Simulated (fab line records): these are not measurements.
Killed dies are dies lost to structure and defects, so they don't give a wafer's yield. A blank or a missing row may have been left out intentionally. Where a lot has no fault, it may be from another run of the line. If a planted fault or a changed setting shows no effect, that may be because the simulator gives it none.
fab line records	flow n5_finfet
record: lots: 6	wafers: 16	last_day: 19
route steps=1938 shown PASSIVATION@1909
lots that met no fault: taken from a fault-free run of the same line
start_h: hours from the record's first day to the start of the lot's first wafer shown	wait_h: time in hours since the lot's previous step	" as in the row above	L1.1+2: one row covering several wafers at once	- value missing, or start not given	* or withheld: withheld	< > ~ a bound
route shown NAME@n: NAME is a module with steps in the file, n the number in the route of the first one	usual: average and standard deviation across the fault-free wafers	same: alike in all rows	chamber/n: place in a boat	sites: readings site by site	_std_site: the standard deviation of these	_edge_site: inner sites' mean taken away from outer sites' mean	radius_mm: how far each site lies from the wafer's centre	mask NAME#n: copy n	behind: tool/chamber where the wafer was last shaped	hold: why the lot was held/for how many hours/how that ended	device: whichever transistor did not switch (one of n, p or np)	end of line: tests of these same wafers at the route's end	a step without rows: its recipe alone	killed: count of dies lost to structure and defects at first sort (not the wafer's yield)	map: shows each die of a wafer: x if killed, . if not, _ if none is there
set.NAME: the setting that was run; set.NAME@STEP: the one run at that earlier step	model.NAME: the simulator's own value behind a step, which no gauge read
a table for each step, a row for each wafer; lots at some steps of the route
services: the hour from which a tool's chamber was out of use, counted from the record's first day as start_h (under 0 if before that day), plus the number of hours and why
== steps ==
step: N5_PASSIVATION_AL_ETCH_33
recipe: chemistry: Cl2/BCl3	target_depth_a: 28000	over_etch_frac: 0.15	Cl2_flow_sccm: 180	bcl3_flow_sccm: 60	target: Al	stop_on: TaN	time_s: 466.7	ion_energy_ev: 100	pressure_mtorr: 10	icp_w: 900	bias_w: 100
usual: drypump_motor_current_A: 5.7/0.33	he_backside_leak_sccm: 3.5/0.45	oes_product_au: 0.74/0.064	throttle_valve_pct: 34.3/0.51
lot.wafer	tool	chamber	start_h	wait_h	drypump_motor_current_A	he_backside_leak_sccm	oes_product_au	rf_hours_counter_h	throttle_valve_pct
L296.1	rie_metal-02	0	281.28	0.1	5.8	3.5	0.86	2	34.6
L296.4	"	1	"	"	4.8	3.6	0.60	-	35.0
L296.6	"	0	"	"	5.8	3.4	0.86	-	34.6
L297.1	rie_metal-01	0	287.01	0.1	5.6	3.4	0.71	25	34.3
L297.2	"	1	"	"	6.0	3.3	0.79	16	34.6
L297.5	"	0	"	"	5.6	6.6	0.72	-	34.3
L308.3	rie_metal-03	1	376.14	0.2	5.7	3.6	0.76	-	34.6
L308.6	"	1	"	"	5.7	3.7	0.77	-	34.6
L307.2	rie_metal-03	0	380.09	0.1	5.7	3.2	0.76	17	33.5
L307.4	"	0	"	"	5.7	3.2	0.77	-	33.5
L310.3	rie_metal-01	0	387.49	0.2	5.6	3.6	0.71	-	34.2
L310.5	"	1	"	"	6.1	3.3	0.76	-	34.6
L310.6	"	0	"	"	5.6	3.5	0.70	-	34.3
L318.1	rie_metal-03	1	456.34	0.1	5.7	3.5	0.73	23	34.6
L318.2	"	0	"	"	5.7	3.3	0.72	25	33.6
L318.4	"	1	"	"	5.7	3.5	0.71	-	34.7
step: N5_PASSIVATION_ETCH_59
recipe: chemistry: Cl2/BCl3	target: TaN	target_depth_a: 650	time_s: 34.9	ion_energy_ev: 100	pressure_mtorr: 10	icp_w: 900	bias_w: 100	Cl2_flow_sccm: 60	bcl3_flow_sccm: 30
usual: drypump_motor_current_A: 5.7/0.33	he_backside_leak_sccm: 3.39/0.24	oes_product_au: 0.81/0.077	throttle_valve_pct: 21.1/0.41
lot.wafer	tool	chamber	start_h	wait_h	drypump_motor_current_A	he_backside_leak_sccm	oes_product_au	rf_hours_counter_h	throttle_valve_pct
L296.1	rie_metal-02	0	281.68	0.3	5.8	3.29	0.97	3	21.3
L296.4	"	1	"	"	4.8	3.45	0.67	-	21.5
L296.6	"	0	"	"	5.8	3.49	0.97	-	21.3
L297.1	rie_metal-01	0	287.41	0.3	5.6	3.35	0.78	26	21.1
L297.2	"	1	"	"	6.0	3.43	0.82	17	21.3
L297.5	"	0	"	"	5.6	3.22	0.78	-	21.1
L308.3	rie_metal-03	1	376.44	0.2	5.7	3.38	0.79	-	21.4
L308.6	"	1	"	"	5.7	3.47	0.80	-	21.4
L307.2	rie_metal-03	0	380.49	0.3	5.8	3.24	0.86	18	20.4
L307.4	"	0	"	"	5.7	3.18	0.86	-	20.4
L310.3	rie_metal-01	0	387.79	0.2	5.6	3.39	0.76	-	21.1
L310.5	"	1	"	"	6.1	3.32	0.78	-	21.4
L310.6	"	0	"	"	5.6	3.42	0.76	-	21.1
L318.1	rie_metal-03	1	456.74	0.3	5.7	3.53	0.77	24	21.5
L318.2	"	0	"	"	5.8	3.11	0.83	26	20.4
L318.4	"	1	"	"	5.7	3.53	0.77	-	21.4
step: N5_PASSIVATION_STRIP_34
recipe: chemistry: O2	power_w: 600	temp_c: 60	pressure_mtorr: 30	rf_frequency_hz: 6e+07	bias_power_w: 0	overash_fraction: 2	o2_flow_sccm: 225
usual: drypump_motor_current_A: 5.7/0.43	o2_flow_sccm: 225.0/0.74	oes_product_au: 0.81/0.083	rf_vpp_V: 3.6/1.5	showerhead_plenum_p_Torr: 2.12/0.069	throttle_valve_pct: 16.67/0.25
lot.wafer	tool	chamber	start_h	wait_h	drypump_motor_current_A	o2_flow_sccm	oes_product_au	rf_hours_counter_h	rf_vpp_V	showerhead_plenum_p_Torr	throttle_valve_pct
L296.1	rie_diel-04	1	281.82	0.1	5.7	224.3	0.73	212	2.8	2.05	16.78
L296.4	"	0	"	"	5.8	225.2	0.66	244	2.5	2.16	16.77
L296.6	"	1	"	"	5.7	225.2	0.74	-	4.1	2.05	16.74
L297.1	rie_diel-02	2	287.53	0.1	5.2	223.6	0.73	160	3.2	2.21	16.73
L297.2	"	3	"	"	5.7	224.8	0.85	46	3.3	2.07	16.56
L297.5	"	0	"	"	6.3	225.5	0.78	-	2.5	2.12	17.07
L308.3	rie_diel-03	1	376.52	0.1	5.8	224.3	0.92	29	3.2	2.04	16.19
L308.6	"	0	"	"	5.0	223.8	0.75	-	3.1	2.10	16.68
L307.2	rie_diel-02	3	380.73	0.2	5.7	224.9	0.84	69	3.6	2.06	16.63
L307.4	"	2	"	"	5.3	224.1	0.70	199	3.5	2.20	16.77
L310.3	rie_diel-02	2	387.87	0.1	5.2	225.8	0.70	202	3.9	2.20	16.75
L310.5	"	3	"	"	5.7	223.9	0.83	-	4.8	2.06	16.57
L310.6	"	0	"	"	6.3	226.3	0.71	-	1.8	2.11	17.12
L318.1	rie_diel-04	3	456.88	0.1	6.0	226.2	0.81	117	3.9	2.11	16.84
L318.2	"	1	"	"	5.7	225.7	0.92	18	1.6	2.03	16.43
L318.4	"	0	"	"	5.8	224.7	0.91	51	6.0	2.14	16.37
step: N5_PASSIVATION_STRIP_51
recipe: chemistry: post_etch_residue_remover	time_s: 1200	temp_c: 72.5
step: N5_PASSIVATION_CLEAN_69
recipe: chemistry: IPA	time_s: 180	temp_c: 25
step: N5_PASSIVATION_SRD_70
recipe: dry: ipa_marangoni	time_s: 30	temp_c: 23	rinse_liquid: diw
step: N5_PASSIVATION_PECVD_53
recipe: material: SiO2	target_thk_a: 8000	temp_c: 400	precursor: TEOS/O2	pressure_torr: 6.5	rf_w: withheld	teos_flow_sccm: withheld	gas: O2	flow_sccm: 2650	time_s: 169.4
step: N5_PASSIVATION_PECVD_35
recipe: material: SiNx	target_thk_a: 7000	temp_c: 400	precursor: SiH4/NH3/N2	pressure_torr: 4.9	rf_w: 1406	time_s: 151.3
usual: heater_power_w: 421/130	showerhead_plenum_p_Torr: 8.72/0.039	throttle_valve_pct: 29.9/1.3
lot.wafer	tool	chamber	start_h	wait_h	heater_power_w	showerhead_plenum_p_Torr	throttle_valve_pct
L296.1	pecvd-03	0	282.44	0.1	285	8.80	29.4
L296.4	"	0	"	"	316	8.78	29.2
L296.6	"	1	"	"	274	8.69	29.6
L297.1	pecvd-03	2	288.14	0.1	419	8.69	28.3
L297.2	"	0	"	"	325	8.77	29.4
L297.5	"	2	"	"	437	8.70	28.6
L308.3	pecvd-02	2	377.13	0.1	338	8.69	28.5
L308.6	"	1	"	"	206	8.70	31.2
L307.2	pecvd-03	2	381.34	0.1	423	8.71	29.0
L307.4	"	2	"	"	451	8.71	28.7
L310.3	pecvd-01	1	388.48	0.1	634	8.67	31.7
L310.5	"	0	"	"	391	8.78	31.2
L310.6	"	1	"	"	678	8.66	32.0
L318.1	pecvd-02	2	457.50	0.1	415	8.72	28.6
L318.2	"	1	"	"	319	8.69	31.1
L318.4	"	0	"	"	353	8.75	29.9
step: N5_PASSIVATION_HMDS_37
recipe: time_s: 60	temp_c: 120
step: N5_PASSIVATION_COAT_38
recipe: spin_rpm: 3000	resist_thk_nm: withheld
step: N5_PASSIVATION_EBR_40
recipe: solvent: PGMEA	ebr_width_mm: 1.5
step: N5_PASSIVATION_SOFTBAKE_39
recipe: temp_c: 110	time_s: 120
step: N5_PASSIVATION_EXPOSE_41
recipe: mask_id: PASS_OPEN	na: 0.55	defocus_nm: 0	source_shape: conventional	sigma_outer: 0.8	polarization: unpolarized	target_cd_nm: 40000	dose_mj: 57.25
lot.wafer	tool	chamber	start_h	wait_h	mask
L296.1+4+6	krf_scanner-01	0	282.82	-	PASS_OPEN#0
L297.1+2+5	krf_scanner-02	0	288.53	-	PASS_OPEN#0
L308.3+6	krf_scanner-01	0	377.40	-	PASS_OPEN#0
L307.2+4	krf_scanner-01	0	381.60	-	PASS_OPEN#0
L310.3+5+6	krf_scanner-02	0	388.87	-	PASS_OPEN#0
L318.1+2+4	krf_scanner-02	0	457.75	-	PASS_OPEN#0
step: N5_PASSIVATION_PEB_42
recipe: peb_temp_c: withheld	peb_time_s: *
step: N5_PASSIVATION_DEVELOP_43
recipe: develop_time_s: 60	rinse_liquid: diw	dry: air_spin	dev_temp_c: 21
step: N5_PASSIVATION_HARDBAKE_45
recipe: temp_c: 130	time_s: 120
step: N5_PASSIVATION_CD_MEAS_44
recipe: target_cd_nm: 40000	landing_energy_ev: 500	detector: se_inlens
usual: cd_nm: 39999/7.2
lot.wafer	tool	chamber	start_h	wait_h	cd_nm
L296.1	cd_sem-03	0	283.00	-	40005
L296.4	"	0	"	"	40000
L296.6	"	0	"	"	39993
L297.1	cd_sem-02	0	288.71	-	39992
L297.2	"	0	"	"	40002
L297.5	"	0	"	"	39998
L308.3	cd_sem-02	0	377.57	-	40005
L308.6	"	0	"	"	40053
L307.2	cd_sem-03	0	381.77	-	40038
L307.4	"	0	"	"	39986
L310.3	cd_sem-02	0	389.04	-	40008
L310.5	"	0	"	"	40000
L310.6	"	0	"	"	40001
L318.1	cd_sem-01	0	457.93	-	40006
L318.2	"	0	"	"	40012
L318.4	"	0	"	"	40005
step: N5_PASSIVATION_OVL_MEAS_66
recipe: points_per_wafer: 44
usual: PASS_OPEN_OVL: 0/6
lot.wafer	tool	chamber	start_h	wait_h	PASS_OPEN_OVL[nm]
L296.1	overlay-02	0	283.03	0.0	15
L296.4	"	0	"	"	8
L296.6	"	0	"	"	6
L297.1	overlay-01	0	288.74	0.0	-9
L297.2	"	0	"	"	3
L297.5	"	0	"	"	-8
L308.3	overlay-02	0	377.60	0.0	1
L308.6	"	0	"	"	4
L307.2	overlay-02	0	381.80	0.0	4
L307.4	"	0	"	"	-1
L310.3	overlay-02	0	389.07	0.0	12
L310.5	"	0	"	"	9
L310.6	"	0	"	"	11
L318.1	overlay-02	0	457.96	0.0	-6
L318.2	"	0	"	"	3
L318.4	"	0	"	"	-5
step: N5_PASSIVATION_PROBE_49
usual: defect_limited_yield: 91.2/1.4	killed_at_M0_to_M3: 34/9.3	killed_at_M4_up: 14/5.9	killed_at_contacts: 14/5.7	killed_at_front_end: 38/10	killed_at_other: 4/3.2	killed_dies: 104/17	killed_open: 67/13	killed_short: 33/6.9	sort_bin_5_function: 5.2/1	sort_bin_6_memory: 3.3/0.61	sort_bin_8_speed: 0.3/1.8	sort_n_pass: 1069/52	sort_yield_pct: 91/4.4
same: gross_dies: 1180	killed_at_back_side: 0	sort_bin_4_leakage[%]: 0
lot.wafer	tool	chamber	start_h	wait_h	defect_limited_yield[%]	killed_at_M0_to_M3	killed_at_M4_up	killed_at_contacts	killed_at_front_end	killed_at_other	killed_dies	killed_open	killed_short	sort_bin_5_function[%]	sort_bin_6_memory[%]	sort_bin_8_speed[%]	sort_n_pass	sort_yield_pct[%]
L296.1	prober-01	-	286.13	0.0	91.4	18	8	23	46	7	102	62	37	5.3	3.2	0	1078	91
L296.4	prober-01	-	286.28	0.2	93.1	16	9	12	32	12	81	48	29	3.8	2.6	0	1099	93
L296.6	prober-01	-	286.38	0.3	91.8	36	10	10	36	5	97	63	30	5.2	2.7	0	1083	92
L297.1	prober-01	-	292.10	0.0	90.4	40	9	21	40	3	113	74	37	5.5	3.9	0	1067	90
L297.2	prober-01	-	292.15	0.1	91.6	24	3	16	43	13	99	68	30	5.3	3.1	0	1081	92
L297.5	prober-01	-	292.30	0.2	90.6	34	10	23	36	8	111	58	50	4.8	4.0	6.9	988	84
L308.3	prober-01	-	380.80	0.1	89.7	41	9	24	39	8	121	75	37	7.0	3.1	0	1059	90
L308.6	prober-01	-	380.95	0.3	89.7	51	6	24	36	5	122	87	30	6.8	3.2	0	1058	90
L307.2	prober-02	-	385.18	0.1	92.6	30	12	15	26	4	87	42	39	4.8	2.4	0	1093	93
L307.4	prober-02	-	385.28	0.2	93.7	26	9	11	23	5	74	48	21	3.6	2.5	0	1106	94
L310.3	prober-01	-	392.31	0.1	88.3	23	28	20	62	5	138	91	41	7.1	4.2	0	1042	88
L310.5	prober-01	-	392.41	0.2	89.0	45	13	20	39	13	130	84	36	6.4	4.4	0	1050	89
L310.6	prober-01	-	392.46	0.3	86.7	46	17	17	70	7	157	100	48	6.9	6.2	0	1023	87
L318.1	prober-01	-	461.84	0.8	90.4	33	13	16	45	6	113	78	27	5.5	3.6	0	1067	90
L318.2	prober-01	-	461.89	0.8	92.5	41	8	10	26	4	89	58	29	4.5	2.7	0	1091	92
L318.4	prober-01	-	461.99	0.9	92.0	44	11	11	24	4	94	64	27	4.4	3.4	1.8	1065	90
killed by level:class
L296.1 MOL_CONTACT_COAG:geometric_particle:open=18 FIN_SAQP:geometric_particle:open=16 FIN_SAQP:geometric_particle:short=15 MOL_CONTACT_COAG:geometric_particle:short=5 BEOL_M0_SAQP:geometric_particle:short=5 MIM_TOP_ETCH:geometric_particle:open=4 DUMMY_GATE:geometric_particle:open=3 BEOL_M1:geometric_particle:short=3
L296.4 FIN_SAQP:geometric_particle:open=14 MOL_CONTACT_COAG:geometric_particle:open=9 FIN_SAQP:geometric_particle:short=7 BEOL_M1:geometric_particle:short=5 BEOL_M1:geometric_particle:open=4 BEOL_M4:geometric_particle:open=4 MIM_TOP_ETCH:geometric_particle:short=4 MOL_CONTACT_COAG:geometric_particle:short=3
L296.6 FIN_SAQP:geometric_particle:open=14 MOL_CONTACT_COAG:geometric_particle:open=10 BEOL_M1:geometric_particle:open=9 FIN_SAQP:geometric_particle:short=7 BEOL_M3:geometric_particle:open=6 ILD0:geometric_particle:short=5 BEOL_M0_SAQP:geometric_particle:open=5 BEOL_M0_SAQP:geometric_particle:short=5
L297.1 MOL_CONTACT_COAG:geometric_particle:open=16 BEOL_M2:geometric_particle:open=10 GATE_CUT:geometric_particle:short=7 FIN_SAQP:geometric_particle:open=6 DUMMY_GATE:geometric_particle:open=6 BEOL_M0_SAQP:geometric_particle:open=6 BEOL_M3:geometric_particle:open=6 MOL_CONTACT_COAG:geometric_particle:short=5
L297.2 MOL_CONTACT_COAG:geometric_particle:open=15 GATE_CUT:geometric_particle:short=8 BEOL_M1:geometric_particle:open=8 DUMMY_GATE:geometric_particle:open=7 PAD_METAL:geometric_particle:short=7 FIN_SAQP:geometric_particle:open=5 STI_FIN_REVEAL:geometric_particle:open=5 PAD_METAL:geometric_particle:open=5
L297.5 MOL_CONTACT_COAG:geometric_particle:open=18 BEOL_M0_SAQP:geometric_particle:short=12 FIN_SAQP:geometric_particle:short=10 GATE_CUT:geometric_particle:short=10 BEOL_M0_SAQP:geometric_particle:open=7 FIN_SAQP:geometric_particle:open=5 MOL_CONTACT_COAG:geometric_particle:short=5 BEOL_M4:geometric_particle:open=5
L308.3 MOL_CONTACT_COAG:geometric_particle:open=19 BEOL_M3:geometric_particle:open=14 STI_FIN_REVEAL:geometric_particle:open=7 FIN_SAQP:geometric_particle:open=6 GATE_CUT:geometric_particle:short=6 BEOL_M1:geometric_particle:open=6 BEOL_M2:geometric_particle:open=6 BEOL_M3:geometric_particle:short=6
L308.6 MOL_CONTACT_COAG:geometric_particle:open=20 BEOL_M3:geometric_particle:open=13 BEOL_M1:geometric_particle:open=11 DUMMY_GATE:geometric_particle:open=8 FIN_SAQP:geometric_particle:open=7 BEOL_M0_SAQP:geometric_particle:short=7 STI_FIN_REVEAL:geometric_particle:open=6 BEOL_M2:geometric_particle:open=6
L307.2 MOL_CONTACT_COAG:geometric_particle:open=9 BEOL_M0_SAQP:geometric_particle:short=8 FIN_SAQP:geometric_particle:short=6 GATE_CUT:geometric_particle:short=6 MOL_CONTACT_COAG:geometric_particle:short=6 BEOL_M0_SAQP:geometric_particle:open=6 BEOL_M1:geometric_particle:open=6 FIN_SAQP:geometric_particle:open=4
L307.4 MOL_CONTACT_COAG:geometric_particle:open=10 BEOL_M2:geometric_particle:open=7 FIN_SAQP:geometric_particle:open=6 BEOL_M0_SAQP:geometric_particle:open=6 BEOL_M0_SAQP:geometric_particle:short=5 PAD_METAL:geometric_particle:open=4 FIN_SAQP:geometric_particle:short=3 STI_FIN_REVEAL:geometric_particle:open=3
L310.3 STI_FIN_REVEAL:geometric_particle:open=18 MOL_CONTACT_COAG:geometric_particle:open=17 BEOL_M4:geometric_particle:open=13 FIN_SAQP:geometric_particle:short=7 FIN_SAQP:geometric_particle:open=7 ILD0:geometric_particle:short=7 ILD0:geometric_particle:open=6 STI_FIN_REVEAL:geometric_particle:short=5
L310.5 MOL_CONTACT_COAG:geometric_particle:open=15 STI_FIN_REVEAL:geometric_particle:open=10 BEOL_M0_SAQP:geometric_particle:open=10 BEOL_M1:geometric_particle:open=9 PASSIVATION:area_etch=9 BEOL_M3:geometric_particle:open=8 STI_FIN_REVEAL:geometric_particle:short=7 BEOL_M0_SAQP:geometric_particle:short=7
L310.6 STI_FIN_REVEAL:geometric_particle:open=21 FIN_SAQP:geometric_particle:open=14 FIN_SAQP:geometric_particle:short=12 BEOL_M1:geometric_particle:open=10 BEOL_M3:geometric_particle:open=10 MOL_CONTACT_COAG:geometric_particle:open=9 BEOL_M0_SAQP:geometric_particle:short=9 MOL_CONTACT_COAG:geometric_particle:short=8
L318.1 FIN_SAQP:geometric_particle:open=17 BEOL_M2:geometric_particle:open=12 MOL_CONTACT_COAG:geometric_particle:open=12 DUMMY_GATE:geometric_particle:open=7 STI_FIN_REVEAL:geometric_particle:open=5 BEOL_M0_SAQP:geometric_particle:short=5 BEOL_M0_SAQP:geometric_particle:open=5 PASSIVATION:area_etch=5
L318.2 FIN_SAQP:geometric_particle:open=10 MOL_CONTACT_COAG:geometric_particle:open=10 BEOL_M2:geometric_particle:open=10 BEOL_M0_SAQP:geometric_particle:short=8 BEOL_M0_SAQP:geometric_particle:open=6 BEOL_M1:geometric_particle:open=6 FIN_SAQP:geometric_particle:short=3 GATE_CUT:geometric_particle:open=3
L318.4 BEOL_M0_SAQP:geometric_particle:open=14 BEOL_M2:geometric_particle:open=11 BEOL_M0_SAQP:geometric_particle:short=9 MOL_CONTACT_COAG:geometric_particle:open=8 BEOL_M4:geometric_particle:open=8 FIN_SAQP:geometric_particle:open=6 STARTING-WAFER:geometric_particle:short=5 FIN_SAQP:geometric_particle:short=3
== services ==
tool	chamber	start_h	hours	kind
krf_scanner-02	-	283.36	1.0	pm
rie_diel-02	1	286.15	11.8	repair
rie_metal-02	0	304.83	6.8	repair
krf_scanner-01	-	332.13	1.3	pm
rie_diel-02	3	333.88	28.2	repair
krf_scanner-01	-	344.23	4.4	pm
pecvd-01	1	355.77	5.0	repair
rie_diel-03	1	359.08	5.1	repair
krf_scanner-02	-	368.77	4.0	pm
krf_scanner-01	-	379.55	0.8	pm
rie_metal-03	-	392.47	2.8	pm
krf_scanner-01	-	392.57	1.0	pm
rie_diel-04	2	395.37	6.0	repair
krf_scanner-02	-	401.53	0.8	pm
rie_diel-02	-	402.40	1.1	repair
krf_scanner-02	-	402.56	2.9	repair
krf_scanner-02	-	419.59	1.3	pm
rie_metal-01	-	438.23	10.0	pm
rie_diel-02	2	438.88	4.3	repair
rie_diel-02	0	440.69	2.0	repair
krf_scanner-02	-	442.63	0.6	repair
rie_diel-04	-	442.73	3.5	repair
krf_scanner-02	-	452.36	1.0	pm
krf_scanner-01	-	453.36	4.0	pm
== key ==
first_sign: step: N5_PASSIVATION_CD_MEAS_44	reading: cd_nm	direction: up	sigmas: 6.4	usual: 39999	struck: 40045
effect none on later readings
met_at N5_PASSIVATION_EXPOSE_41
struck_wafers L307.2,L308.6
onset_between 282.82 377.40
fault: kind: process_parameter_drift	tool: krf_scanner-01	chamber: -	onset_h: 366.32	steps: N5_PASSIVATION_EXPOSE_41	channel: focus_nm	offset: 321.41	shape: step	end_h: 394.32	scope: struck_wafers_only
